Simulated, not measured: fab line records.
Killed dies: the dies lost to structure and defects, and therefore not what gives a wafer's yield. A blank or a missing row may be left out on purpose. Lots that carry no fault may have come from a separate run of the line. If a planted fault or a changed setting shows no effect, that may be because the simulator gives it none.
Chamber matching || flow n5-finfet || N5_BEOL_M10_ETCH_62 on rie-diel-04 has 4 sister chambers
The step etches SOC in N2/H2, target depth 110 nm, overetch 22 nm, time 165 s. 14 wafers are shown with their chamber, then 7 later ones without.

EACH WAFER AND ITS CHAMBER
{"wafer": "L074.2", "chamber": 2, "showerhead-plenum-p-Torr (Torr)": 2.58, "oes-product-au (a.u.)": 0.71, "rf-vpp-V (V)": 525.5}
{"wafer": "L074.3", "chamber": 0, "showerhead-plenum-p-Torr (Torr)": 2.50, "oes-product-au (a.u.)": 0.60, "rf-vpp-V (V)": 522.3}
{"wafer": "L074.4", "chamber": 2, "showerhead-plenum-p-Torr (Torr)": 2.58, "oes-product-au (a.u.)": 0.71, "rf-vpp-V (V)": 524.9}
{"wafer": "L076.2", "chamber": 2, "showerhead-plenum-p-Torr (Torr)": 2.58, "oes-product-au (a.u.)": 0.71, "rf-vpp-V (V)": 525.2}
{"wafer": "L076.3", "chamber": 2, "showerhead-plenum-p-Torr (Torr)": 2.58, "oes-product-au (a.u.)": 0.70, "rf-vpp-V (V)": 523.6}
{"wafer": "L076.5", "chamber": 3, "showerhead-plenum-p-Torr (Torr)": 2.57, "oes-product-au (a.u.)": 0.71, "rf-vpp-V (V)": 525.9}
{"wafer": "L077.4", "chamber": 2, "showerhead-plenum-p-Torr (Torr)": 2.57, "oes-product-au (a.u.)": 0.71, "rf-vpp-V (V)": 524.8}
{"wafer": "L077.5", "chamber": 3, "showerhead-plenum-p-Torr (Torr)": 2.57, "oes-product-au (a.u.)": 0.70, "rf-vpp-V (V)": 524.5}
{"wafer": "L077.6", "chamber": 2, "showerhead-plenum-p-Torr (Torr)": 2.57, "oes-product-au (a.u.)": 0.69, "rf-vpp-V (V)": 524.4}
{"wafer": "L089.3", "chamber": 1, "showerhead-plenum-p-Torr (Torr)": 2.47, "oes-product-au (a.u.)": 0.70, "rf-vpp-V (V)": 521.3}
{"wafer": "L089.4", "chamber": 2, "showerhead-plenum-p-Torr (Torr)": 2.56, "oes-product-au (a.u.)": 0.69, "rf-vpp-V (V)": 523.8}
{"wafer": "L089.5", "chamber": 2, "showerhead-plenum-p-Torr (Torr)": 2.56, "oes-product-au (a.u.)": 0.68, "rf-vpp-V (V)": 524.4}
{"wafer": "L086.4", "chamber": 3, "showerhead-plenum-p-Torr (Torr)": 2.56, "oes-product-au (a.u.)": 0.67, "rf-vpp-V (V)": 526.5}
{"wafer": "L086.5", "chamber": 3, "showerhead-plenum-p-Torr (Torr)": 2.56, "oes-product-au (a.u.)": 0.68, "rf-vpp-V (V)": 524.7}

SIGNATURES, as means of the wafers listed above
{"reading": "showerhead-plenum-p-Torr", "chamber 0": 2.5000, "chamber 1": 2.4700, "chamber 2": 2.5725, "chamber 3": 2.5650, "scatter within a chamber": 0.00806}
{"reading": "oes-product-au", "chamber 0": 0.6000, "chamber 1": 0.7000, "chamber 2": 0.7000, "chamber 3": 0.6900, "scatter within a chamber": 0.0141}
{"reading": "rf-vpp-V", "chamber 0": 522.300, "chamber 1": 521.300, "chamber 2": 524.575, "chamber 3": 525.400, "scatter within a chamber": 0.76}
Rule: for each reading, subtract the chamber's mean from the wafer's reading, divide by that reading's scatter and square the result; add these up over the readings and take the root, which gives the wafer's distance from the chamber. The wafer belongs to the nearest chamber; if the next one is less than 2 further off, it can't be placed. The scatter: take each reading less its chamber's mean, square it, sum over the shown wafers, divide by the number of wafers less the number of chambers, and take the root.

WAFERS WITHOUT THEIR CHAMBER
{"wafer": "L086.6", "showerhead-plenum-p-Torr (Torr)": 2.49, "oes-product-au (a.u.)": 0.80, "rf-vpp-V (V)": 523.3}
{"wafer": "L088.2", "showerhead-plenum-p-Torr (Torr)": 2.47, "oes-product-au (a.u.)": 0.69, "rf-vpp-V (V)": 520.3}
{"wafer": "L088.3", "showerhead-plenum-p-Torr (Torr)": 2.56, "oes-product-au (a.u.)": 0.68, "rf-vpp-V (V)": 523.4}
{"wafer": "L088.5", "showerhead-plenum-p-Torr (Torr)": 2.56, "oes-product-au (a.u.)": 0.68, "rf-vpp-V (V)": 523.9}
{"wafer": "L093.1", "showerhead-plenum-p-Torr (Torr)": 2.49, "oes-product-au (a.u.)": 0.79, "rf-vpp-V (V)": 523.9}
{"wafer": "L093.3", "showerhead-plenum-p-Torr (Torr)": 2.47, "oes-product-au (a.u.)": 0.71, "rf-vpp-V (V)": 522.3}
{"wafer": "L093.6", "showerhead-plenum-p-Torr (Torr)": 2.47, "oes-product-au (a.u.)": 0.70, "rf-vpp-V (V)": 522.0}

WHICH CHAMBER EACH WENT THROUGH
{"wafer": "L086.6", "from the rows above": 1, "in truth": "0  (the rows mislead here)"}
{"wafer": "L088.2", "from the rows above": 1, "in truth": 1}
{"wafer": "L088.3", "from the rows above": "can't be placed: 2 or 3", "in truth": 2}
{"wafer": "L088.5", "from the rows above": "can't be placed: 3 or 2", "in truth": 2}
{"wafer": "L093.1", "from the rows above": 1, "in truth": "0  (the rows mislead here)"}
{"wafer": "L093.3", "from the rows above": 1, "in truth": 1}
{"wafer": "L093.6", "from the rows above": 1, "in truth": 1}
Placed correctly: 3 of 7. Unplaceable from these rows: 2, with the true chamber sitting among the candidates in 2. Number placed wrongly: 2.
